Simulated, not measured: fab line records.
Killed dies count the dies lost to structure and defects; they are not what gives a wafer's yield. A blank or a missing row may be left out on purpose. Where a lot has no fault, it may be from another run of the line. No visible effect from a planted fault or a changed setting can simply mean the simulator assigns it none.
Chamber matching || flow n5-finfet || rie-diel-05 running N5_BEOL_M4_VIA_ETCH_34: 4 sister chambers
The step etches the open film in C4F6/O2, target depth 69.4 nm, time 65.9 s. 4 wafers are shown with their chamber, then 8 later ones without.

## WAFERS WITH THEIR CHAMBER
{"wafer": "L083.3", "chamber": 1, "rf-vpp-V (V)": 673}
{"wafer": "L083.5", "chamber": 0, "rf-vpp-V (V)": 654}
{"wafer": "L089.3", "chamber": 3, "rf-vpp-V (V)": 680}
{"wafer": "L096.1", "chamber": 2, "rf-vpp-V (V)": 664}

## WAFERS WITHOUT THEIR CHAMBER
{"wafer": "L096.5", "rf-vpp-V (V)": 684}
{"wafer": "L096.6", "rf-vpp-V (V)": 664}
{"wafer": "L090.2", "rf-vpp-V (V)": 685}
{"wafer": "L090.4", "rf-vpp-V (V)": 679}
{"wafer": "L090.5", "rf-vpp-V (V)": 665}
{"wafer": "L092.1", "rf-vpp-V (V)": 684}
{"wafer": "L092.3", "rf-vpp-V (V)": 654}
{"wafer": "L092.5", "rf-vpp-V (V)": 683}

## EACH ONE'S CHAMBER
{"wafer": "L096.5", "from the rows above": 3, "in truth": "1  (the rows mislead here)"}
{"wafer": "L096.6", "from the rows above": 2, "in truth": 2}
{"wafer": "L090.2", "from the rows above": 3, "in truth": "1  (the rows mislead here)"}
{"wafer": "L090.4", "from the rows above": "can't be placed: 3 or 1", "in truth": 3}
{"wafer": "L090.5", "from the rows above": 2, "in truth": 2}
{"wafer": "L092.1", "from the rows above": 3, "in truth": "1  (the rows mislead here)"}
{"wafer": "L092.3", "from the rows above": 0, "in truth": 0}
{"wafer": "L092.5", "from the rows above": 3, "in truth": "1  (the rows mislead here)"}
Correct placement for 3 of the 8. These rows do not allow placing 1 (true chamber among the candidates in 1). Number placed wrongly: 4.
How it was worked out, from the rows above alone: a wafer's distance from a chamber is the root of the sum, over the readings, of the square of ((its reading less the chamber's mean) divided by the reading's scatter). If the next closest chamber is less than 2 further off than the closest, the wafer can't be placed; otherwise it belongs to the closest. For every chamber, the mean is computed from those of its wafers that are shown. The scatter (one wafer shown for each chamber): square how far every hidden wafer sits from the nearest shown wafer, average those squares and take the square root.
